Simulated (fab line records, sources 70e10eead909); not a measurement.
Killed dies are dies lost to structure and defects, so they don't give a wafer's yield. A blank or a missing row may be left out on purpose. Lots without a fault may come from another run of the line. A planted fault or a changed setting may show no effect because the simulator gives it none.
Which tool did it? | flow nand_harc | 24 lots, 72 wafers sampled, at 4 steps of a route of 1302

WHAT THE GAUGES READ, wafer by wafer
NHARC_P_ZERO_WELL_CD_MEAS_52: target cd 2000 nm. Usual: cd_nm 1998.9 nm, standard deviation 2.3.
lot  | measured     | on        | cd_nm (nm)           | flag
L074 | day 2 01:44  | cd_sem-02 | 2000.9 1996.6 1999.2 |
L075 | day 2 11:51  | cd_sem-03 | 2002.2 1998.2 1999.9 |
L076 | day 2 21:23  | cd_sem-01 | 2000.7 1996.6 1996.1 |
L077 | day 3 07:52  | cd_sem-03 | 1994.3 1991.9 1995.5 |
L078 | day 3 17:59  | cd_sem-02 | 1998.4 1998.9 1999.2 |
L079 | day 4 03:55  | cd_sem-01 | 1995.2 1996.1 2000.7 |
L080 | day 4 13:43  | cd_sem-02 | 1999.4 2001.6 2001.8 |
L081 | day 4 23:37  | cd_sem-01 | 1997.7 2000.2 1998.6 |
L082 | day 5 09:58  | cd_sem-01 | 2001.0 1998.7 1998.7 |
L083 | day 5 19:53  | cd_sem-02 | 1998.2 1996.2 1995.5 |
L084 | day 6 06:07  | cd_sem-03 | 1998.9 2000.7 1999.4 |
L085 | day 6 15:44  | cd_sem-02 | 1996.5 1996.4 1999.6 |
L086 | day 7 01:44  | cd_sem-01 | 1995.6 1999.4 1997.9 |
L087 | day 7 11:58  | cd_sem-02 | 1996.8 2000.7 2000.6 |
L088 | day 7 21:52  | cd_sem-02 | 1995.9 2000.7 1997.2 |
L089 | day 8 07:59  | cd_sem-02 | 2001.0 1999.4 1997.7 |
L090 | day 8 18:35  | cd_sem-01 | 1999.0 2001.2 2003.8 |
L091 | day 9 03:56  | cd_sem-02 | 2000.1 2001.8 1997.5 |
L092 | day 9 13:44  | cd_sem-02 | 2000.4 2000.5 1999.3 |
L093 | day 9 23:53  | cd_sem-02 | 1998.8 1993.5 1998.4 |
L094 | day 10 09:47 | cd_sem-02 | 2000.4 1999.8 1999.6 |
L095 | day 10 19:53 | cd_sem-01 | 2002.0 2003.5 2002.6 |
L096 | day 11 05:40 | cd_sem-02 | 2001.7 2003.3 2000.8 |
L097 | day 11 15:37 | cd_sem-02 | 2003.0 2000.4 1998.6 |

NHARC_P_CONTACT_OVL_MEAS_13. Usual: overlay_x_nm 0.0 nm, standard deviation 0.87; overlay_y_nm -0.2 nm, standard deviation 0.98.
lot  | measured     | on         | overlay_x_nm (nm) | overlay_y_nm (nm) | flag
L074 | day 6 01:41  | overlay-02 | 0.0 0.5 0.3       | 1.6 1.0 0.6       |
L075 | day 6 05:01  | overlay-02 | 0.2 -0.4 0.3      | 1.0 0.8 1.6       |
L076 | day 6 14:50  | overlay-01 | 0.2 -0.3 0.4      | 1.5 1.6 1.9       |
L077 | day 7 03:55  | overlay-01 | -0.6 -0.3 -0.1    | -2.0 -2.0 -1.4    |
L078 | day 7 16:00  | overlay-02 | -1.1 0.1 -0.2     | -0.6 -0.8 -0.7    |
L079 | day 7 20:41  | overlay-01 | 0.1 -0.1 -0.6     | -0.5 -0.9 -0.9    |
L080 | day 8 13:47  | overlay-01 | -1.0 -1.1 -1.1    | 0.5 0.5 0.4       |
L081 | day 9 00:14  | overlay-01 | 0.9 0.5 0.7       | -0.3 0.3 0.2      |
L082 | day 9 05:07  | overlay-02 | 0.2 0.6 -0.3      | 1.1 0.8 1.1       |
L083 | day 9 23:44  | overlay-02 | 1.6 1.5 2.0       | -0.3 -0.8 -1.3    |
L084 | day 10 03:56 | overlay-01 | -1.0 -1.2 -1.0    | -0.9 -0.7 -0.8    |
L085 | day 10 07:38 | overlay-02 | -0.7 -0.5 -0.5    | 0.8 0.9 1.4       |
L086 | day 10 18:59 | overlay-02 | 2.3 1.5 2.4       | -0.5 0.1 -0.5     |
L087 | day 11 06:29 | overlay-01 | -0.2 -1.4 -0.9    | -0.5 -0.6 -0.3    |
L088 | day 12 03:39 | overlay-01 | -0.2 -0.2 0.1     | -2.2 -2.2 -2.1    |
L089 | day 12 01:07 | overlay-01 | 0.3 0.3 0.4       | 0.9 0.8 0.4       |
L090 | day 12 21:01 | overlay-02 | 0.1 1.2 0.3       | -2.1 -1.5 -1.5    |
L091 | day 12 23:20 | overlay-01 | -1.6 -1.7 -1.8    | -0.6 -0.4 0.0     |
L092 | day 13 08:56 | overlay-01 | 0.3 -0.1 0.6      | -0.1 -0.6 -0.5    |
L093 | day 13 18:47 | overlay-01 | 0.0 -0.5 -1.0     | 0.7 -0.2 -0.2     |
L094 | day 14 10:29 | overlay-02 | -0.8 -0.3 -1.0    | -0.6 -0.3 -0.5    |
L095 | day 14 14:14 | overlay-02 | 0.8 0.5 0.6       | 0.5 0.3 0.3       |
L096 | day 15 03:24 | overlay-02 | 0.1 0.2 -0.5      | -0.5 0.0 0.0      |
L097 | day 15 13:05 | overlay-01 | -0.5 0.1 -0.4     | -0.9 -1.3 -1.6    |

WHICH TOOL RAN EACH LOT (tool, then ch and the chambers of the sampled wafers, then the start)
lot  | NHARC_P_ZERO_WELL_DESCUM_39        | NHARC_P_GATE_DESCUM_13
L074 | rie_diel-13 ch 0,3, day 2 00:23    | rie_diel-12 ch 1,2, day 4 11:47
L075 | rie_diel-07 ch 0,1,3, day 2 10:31  | rie_diel-10 ch 0,1,3, day 4 18:22
L076 | rie_diel-13 ch 0,2, day 2 20:03    | rie_diel-10 ch 2,3, day 5 04:59
L077 | rie_diel-13 ch 1,2,3, day 3 06:24  | rie_diel-12 ch 1,2,3, day 5 15:33
L078 | rie_diel-13 ch 2,3, day 3 16:29    | rie_diel-12 ch 0,3, day 6 02:22
L079 | rie_diel-07 ch 1,2,3, day 4 02:34  | rie_diel-04 ch 1,3, day 6 09:14
L080 | rie_diel-07 ch 1,2,3, day 4 12:22  | rie_diel-10 ch 0,1,2, day 6 22:56
L081 | rie_diel-01 ch 0,1, day 4 22:15    | rie_diel-12 ch 0,1, day 7 11:39
L082 | rie_diel-01 ch 0,3, day 5 08:38    | rie_diel-12 ch 0,2,3, day 7 18:49
L083 | rie_diel-07 ch 0,1,2, day 5 18:26  | rie_diel-12 ch 0,3, day 8 08:53
L084 | rie_diel-13 ch 0,1,3, day 6 04:37  | rie_diel-12 ch 0,2,3, day 8 15:47
L085 | rie_diel-01 ch 0,1,3, day 6 14:25  | rie_diel-12 ch 0,1,2, day 8 20:56
L086 | rie_diel-13 ch 0,1,2, day 7 00:17  | rie_diel-10 ch 0,1,2, day 9 05:43
L087 | rie_diel-13 ch 2,3, day 7 10:29    | rie_diel-04 ch 0,1, day 9 18:33
L088 | rie_diel-13 ch 1,2,3, day 7 20:25  | rie_diel-04 ch 0,2,3, day 10 11:27
L089 | rie_diel-13 ch 0,1,2, day 8 06:31  | rie_diel-10 ch 0,2,3, day 10 11:37
L090 | rie_diel-13 ch 1,2,3, day 8 17:07  | rie_diel-04 ch 0,1,2, day 11 03:58
L091 | rie_diel-13 ch 0,1, day 9 02:27    | rie_diel-12 ch 0,1,3, day 11 09:46
L092 | rie_diel-07 ch 1,2,3, day 9 12:16  | rie_diel-04 ch 0,1, day 11 19:22
L093 | rie_diel-07 ch 1,2,3, day 9 22:34  | rie_diel-10 ch 0,1,2, day 12 07:53
L094 | rie_diel-13 ch 0,1, day 10 08:19   | rie_diel-10 ch 0,1, day 12 19:54
L095 | rie_diel-13 ch 0,1,2, day 10 18:26 | rie_diel-10 ch 0,1, day 13 01:05
L096 | rie_diel-07 ch 0,1,3, day 11 04:10 | rie_diel-04 ch 1,2,3, day 13 15:58
L097 | rie_diel-13 ch 0,1,3, day 11 14:09 | rie_diel-04 ch 0,1,2, day 13 21:49
- NHARC_P_ZERO_WELL_DESCUM_39: chemistry O2, time 3 s.
- NHARC_P_GATE_DESCUM_13: chemistry O2, time 3 s.

WHAT THE TOOLS THEMSELVES READ (means of the sampled wafers that have a number; where no wafer has one, the mark that the record gives instead)
NHARC_P_ZERO_WELL_DESCUM_39. Usual: chamber_pressure_mTorr 59.99 mTorr, standard deviation 0.06; drypump_motor_current_A 5.7 A, standard deviation 0.44; oes_product_au 1.002 a.u., standard deviation 0.01; rf_vpp_V 57.7 V, standard deviation 0.86; showerhead_plenum_p_Torr 1.92 Torr, standard deviation 0.042; throttle_valve_pct 11.311 %, standard deviation 0.0091.
lot  | tool        | chamber_pressure_mTorr (mTorr) | drypump_motor_current_A (A) | oes_product_au (a.u.) | rf_vpp_V (V) | showerhead_plenum_p_Torr (Torr) | throttle_valve_pct (%) | flag
L074 | rie_diel-13 | 60.08                          | 5.7                         | 1.008                 | 57.4         | 1.95                            | 11.313                 |
L075 | rie_diel-07 | 59.96                          | 5.6                         | 1.007                 | 58.6         | 1.99                            | 11.320                 |
L076 | rie_diel-13 | 59.96                          | 5.6                         | 1.004                 | 57.0         | 1.95                            | 11.307                 |
L077 | rie_diel-13 | 60.00                          | 5.9                         | 0.999                 | 58.0         | 1.90                            | 11.311                 |
L078 | rie_diel-13 | 59.99                          | 6.0                         | 1.000                 | 57.4         | 1.90                            | 11.312                 |
L079 | rie_diel-07 | 60.04                          | 5.8                         | 1.002                 | 58.2         | 1.94                            | 11.312                 |
L080 | rie_diel-07 | 60.00                          | 5.8                         | 1.007                 | 57.6         | 1.94                            | 11.313                 |
L081 | rie_diel-01 | 59.96                          | 5.8                         | 1.013                 | 57.3         | 1.90                            | 11.316                 |
L082 | rie_diel-01 | 59.98                          | 5.8                         | 1.014                 | 58.2         | 1.90                            | 11.301                 |
L083 | rie_diel-07 | 60.01                          | 6.0                         | 0.999                 | 58.1         | 1.97                            | 11.309                 |
L084 | rie_diel-13 | 59.97                          | 5.8                         | 1.006                 | 58.3         | 1.92                            | 11.309                 |
L085 | rie_diel-01 | 59.99                          | 5.6                         | 1.024                 | 57.3         | 1.90                            | 11.315                 |
L086 | rie_diel-13 | 59.97                          | 5.6                         | 0.998                 | 57.3         | 1.91                            | 11.315                 |
L087 | rie_diel-13 | 59.95                          | 6.2                         | 1.009                 | 58.1         | 1.90                            | 11.311                 |
L088 | rie_diel-13 | 59.96                          | 5.9                         | 0.999                 | 57.9         | 1.89                            | 11.305                 |
L089 | rie_diel-13 | 60.02                          | 5.7                         | 1.006                 | 57.2         | 1.91                            | 11.306                 |
L090 | rie_diel-13 | 59.94                          | 5.9                         | 0.994                 | 58.1         | 1.89                            | 11.310                 |
L091 | rie_diel-13 | 59.97                          | 5.5                         | 1.004                 | 57.4         | 1.93                            | 11.309                 |
L092 | rie_diel-07 | 60.00                          | 5.8                         | 0.997                 | 57.4         | 1.93                            | 11.320                 |
L093 | rie_diel-07 | 59.97                          | 5.8                         | 1.010                 | 58.4         | 1.93                            | 11.311                 |
L094 | rie_diel-13 | 60.02                          | 5.5                         | 1.000                 | 57.8         | 1.93                            | 11.310                 |
L095 | rie_diel-13 | 59.98                          | 5.7                         | 0.997                 | 58.0         | 1.90                            | 11.312                 |
L096 | rie_diel-07 | 60.02                          | 5.6                         | 1.006                 | 57.8         | 1.97                            | 11.306                 |
L097 | rie_diel-13 | 60.00                          | 5.8                         | 0.990                 | 57.7         | 1.91                            | 11.318                 |

NHARC_P_GATE_DESCUM_13. Usual: chamber_pressure_mTorr 60.00 mTorr, standard deviation 0.055; drypump_motor_current_A 5.7 A, standard deviation 0.44; oes_product_au 0.999 a.u., standard deviation 0.014; rf_vpp_V 57.7 V, standard deviation 0.93; showerhead_plenum_p_Torr 1.90 Torr, standard deviation 0.065; throttle_valve_pct 11.312 %, standard deviation 0.0085.
lot  | tool        | chamber_pressure_mTorr (mTorr) | drypump_motor_current_A (A) | oes_product_au (a.u.) | rf_vpp_V (V) | showerhead_plenum_p_Torr (Torr) | throttle_valve_pct (%) | flag
L074 | rie_diel-12 | 60.01                          | 5.7                         | 0.999                 | 56.7         | 1.89                            | 11.311                 |
L075 | rie_diel-10 | 60.03                          | 6.0                         | 1.002                 | 58.6         | 1.91                            | 11.311                 |
L076 | rie_diel-10 | 59.98                          | 5.6                         | 1.000                 | 57.9         | 1.91                            | 11.315                 |
L077 | rie_diel-12 | 60.04                          | 5.5                         | 0.988                 | 58.2         | 1.91                            | 11.319                 |
L078 | rie_diel-12 | 60.05                          | 5.6                         | 0.992                 | 57.8         | 1.91                            | 11.305                 |
L079 | rie_diel-04 | 60.00                          | 6.0                         | 1.000                 | 58.2         | 1.98                            | 11.318                 |
L080 | rie_diel-10 | 60.00                          | 5.6                         | 0.989                 | 57.4         | 1.88                            | 11.318                 |
L081 | rie_diel-12 | 59.98                          | 5.9                         | 0.994                 | 57.9         | 1.86                            | 11.313                 |
L082 | rie_diel-12 | 60.03                          | 5.5                         | 0.998                 | 56.9         | 1.92                            | 11.312                 |
L083 | rie_diel-12 | 60.03                          | 5.4                         | 0.999                 | 57.9         | 1.94                            | 11.312                 |
L084 | rie_diel-12 | 60.02                          | 5.6                         | 0.990                 | 58.0         | 1.92                            | 11.308                 |
L085 | rie_diel-12 | 59.96                          | 5.8                         | 0.992                 | 57.1         | 1.87                            | 11.311                 |
L086 | rie_diel-10 | 60.03                          | 5.6                         | 0.992                 | 57.7         | 1.88                            | 11.325                 |
L087 | rie_diel-04 | 60.00                          | 6.0                         | 0.998                 | 57.6         | 1.97                            | 11.316                 |
L088 | rie_diel-04 | 59.98                          | 5.4                         | 0.999                 | 57.2         | 1.89                            | 11.317                 |
L089 | rie_diel-10 | 59.99                          | 5.8                         | 0.999                 | 59.0         | 1.93                            | 11.313                 |
L090 | rie_diel-04 | 59.98                          | 5.5                         | 0.996                 | 58.4         | 1.90                            | 11.314                 |
L091 | rie_diel-12 | 60.03                          | 5.6                         | 0.992                 | 57.6         | 1.90                            | 11.313                 |
L092 | rie_diel-04 | 60.02                          | 6.0                         | 0.993                 | 57.7         | 1.97                            | 11.316                 |
L093 | rie_diel-10 | 60.00                          | 5.6                         | 1.013                 | 57.4         | 1.88                            | 11.304                 |
L094 | rie_diel-10 | 60.04                          | 5.7                         | 1.015                 | 56.9         | 1.85                            | 11.305                 |
L095 | rie_diel-10 | 60.00                          | 5.8                         | 1.022                 | 58.1         | 1.90                            | 11.311                 |
L096 | rie_diel-04 | 60.01                          | 5.6                         | 1.006                 | 58.1         | 1.92                            | 11.306                 |
L097 | rie_diel-04 | 59.98                          | 5.5                         | 1.003                 | 57.9         | 1.90                            | 11.310                 |

THE ANSWER, worked out from the rows above alone
Rule: a lot is off if the mean of its wafers that have a number lies more than 3 standard deviations from the usual mean. A lot without any number at a reading at which 4 lots or more have one is off too. The other lots that the step has rows for count as sound. The gauges are gone through in route order, then the tools' own readings, and for those a lot's mean is taken as printed above. The first step at which some lot is off is used, and at that step the reading that is off furthest; a lot without a number counts as furthest.
No lot is off at any reading shown: from this, nothing can be told.

WHAT THE SIMULATOR HAD PUT IN
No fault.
